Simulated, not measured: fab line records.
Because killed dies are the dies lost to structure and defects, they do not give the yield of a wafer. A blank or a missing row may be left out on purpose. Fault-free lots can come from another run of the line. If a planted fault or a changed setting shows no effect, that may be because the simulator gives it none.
Chamber matching || flow nand_harc || 4 sister chambers for NHARC_A_STAIRCASE_TRIM_187 on rie_diel-06
The step chemistry O2, time 211.2 s. 14 wafers are shown with their chamber, then 7 later ones without.

## WAFERS, EACH WITH ITS CHAMBER
{"wafer": "L078.2", "chamber": 3, "showerhead_plenum_p_Torr (Torr)": 3.36, "oes_product_au (a.u.)": 1.015, "o2_flow_sccm (sccm)": 501.0}
{"wafer": "L078.3", "chamber": 1, "showerhead_plenum_p_Torr (Torr)": 3.44, "oes_product_au (a.u.)": 1.002, "o2_flow_sccm (sccm)": 498.6}
{"wafer": "L078.5", "chamber": 2, "showerhead_plenum_p_Torr (Torr)": 3.81, "oes_product_au (a.u.)": 1.009, "o2_flow_sccm (sccm)": 502.2}
{"wafer": "L079.3", "chamber": 2, "showerhead_plenum_p_Torr (Torr)": 3.81, "oes_product_au (a.u.)": 1.003, "o2_flow_sccm (sccm)": 501.3}
{"wafer": "L079.4", "chamber": 3, "showerhead_plenum_p_Torr (Torr)": 3.35, "oes_product_au (a.u.)": 0.988, "o2_flow_sccm (sccm)": 502.2}
{"wafer": "L079.5", "chamber": 0, "showerhead_plenum_p_Torr (Torr)": 3.36, "oes_product_au (a.u.)": 0.983, "o2_flow_sccm (sccm)": 497.6}
{"wafer": "L081.2", "chamber": 1, "showerhead_plenum_p_Torr (Torr)": 3.43, "oes_product_au (a.u.)": 1.002, "o2_flow_sccm (sccm)": 499.9}
{"wafer": "L081.4", "chamber": 0, "showerhead_plenum_p_Torr (Torr)": 3.36, "oes_product_au (a.u.)": 0.983, "o2_flow_sccm (sccm)": 499.1}
{"wafer": "L081.6", "chamber": 3, "showerhead_plenum_p_Torr (Torr)": 3.35, "oes_product_au (a.u.)": 1.002, "o2_flow_sccm (sccm)": 502.2}
{"wafer": "L085.2", "chamber": 3, "showerhead_plenum_p_Torr (Torr)": 3.35, "oes_product_au (a.u.)": 0.995, "o2_flow_sccm (sccm)": 499.3}
{"wafer": "L085.3", "chamber": 1, "showerhead_plenum_p_Torr (Torr)": 3.43, "oes_product_au (a.u.)": 1.003, "o2_flow_sccm (sccm)": 499.2}
{"wafer": "L085.4", "chamber": 0, "showerhead_plenum_p_Torr (Torr)": 3.35, "oes_product_au (a.u.)": 0.978, "o2_flow_sccm (sccm)": 498.1}
{"wafer": "L087.1", "chamber": 2, "showerhead_plenum_p_Torr (Torr)": 3.79, "oes_product_au (a.u.)": 1.009, "o2_flow_sccm (sccm)": 500.5}
{"wafer": "L087.3", "chamber": 3, "showerhead_plenum_p_Torr (Torr)": 3.35, "oes_product_au (a.u.)": 0.989, "o2_flow_sccm (sccm)": 501.5}

SIGNATURES (means of the wafers above)
{"reading": "showerhead_plenum_p_Torr", "chamber 0": 3.3567, "chamber 1": 3.4333, "chamber 2": 3.8033, "chamber 3": 3.3520, "scatter within a chamber": 0.00693}
{"reading": "oes_product_au", "chamber 0": 0.98133, "chamber 1": 1.00233, "chamber 2": 1.00700, "chamber 3": 0.99780, "scatter within a chamber": 0.00732}
{"reading": "o2_flow_sccm", "chamber 0": 498.267, "chamber 1": 499.233, "chamber 2": 501.333, "chamber 3": 501.240, "scatter within a chamber": 0.959}
Rule: distance of a wafer from a chamber = root of the sum over the readings of ((wafer's reading minus chamber's mean) / reading's scatter) squared. If the next closest chamber is less than 2 further off than the closest, the wafer can't be placed; otherwise it belongs to the closest. How the scatter is found: for the shown wafers, subtract from each reading the mean of its chamber, square and add these, divide the total by (wafers less chambers), then take the root.

## WAFERS WITHOUT THEIR CHAMBER
{"wafer": "L087.6", "showerhead_plenum_p_Torr (Torr)": 3.35, "oes_product_au (a.u.)": 0.990, "o2_flow_sccm (sccm)": 501.6}
{"wafer": "L088.2", "showerhead_plenum_p_Torr (Torr)": 3.35, "oes_product_au (a.u.)": 1.002, "o2_flow_sccm (sccm)": 500.4}
{"wafer": "L088.5", "showerhead_plenum_p_Torr (Torr)": 3.43, "oes_product_au (a.u.)": 1.001, "o2_flow_sccm (sccm)": 501.5}
{"wafer": "L088.6", "showerhead_plenum_p_Torr (Torr)": 3.35, "oes_product_au (a.u.)": 0.981, "o2_flow_sccm (sccm)": 499.8}
{"wafer": "L094.3", "showerhead_plenum_p_Torr (Torr)": 3.34, "oes_product_au (a.u.)": 0.997, "o2_flow_sccm (sccm)": 497.6}
{"wafer": "L094.4", "showerhead_plenum_p_Torr (Torr)": 3.42, "oes_product_au (a.u.)": 1.005, "o2_flow_sccm (sccm)": 496.4}
{"wafer": "L094.5", "showerhead_plenum_p_Torr (Torr)": 3.34, "oes_product_au (a.u.)": 1.010, "o2_flow_sccm (sccm)": 497.0}

## WHICH CHAMBER EACH ONE RAN IN
{"wafer": "L087.6", "from the rows above": 3, "in truth": 3}
{"wafer": "L088.2", "from the rows above": 3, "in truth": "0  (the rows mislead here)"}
{"wafer": "L088.5", "from the rows above": 1, "in truth": 1}
{"wafer": "L088.6", "from the rows above": "can't be placed: 0 or 3", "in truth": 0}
{"wafer": "L094.3", "from the rows above": "can't be placed: 0 or 3", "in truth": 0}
{"wafer": "L094.4", "from the rows above": 1, "in truth": 1}
{"wafer": "L094.5", "from the rows above": "can't be placed: 0 or 3", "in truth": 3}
Correctly placed: 3 of 7. Can't be placed from these rows: 3 (the true chamber is among the candidates in 3). Placed wrongly: 1.
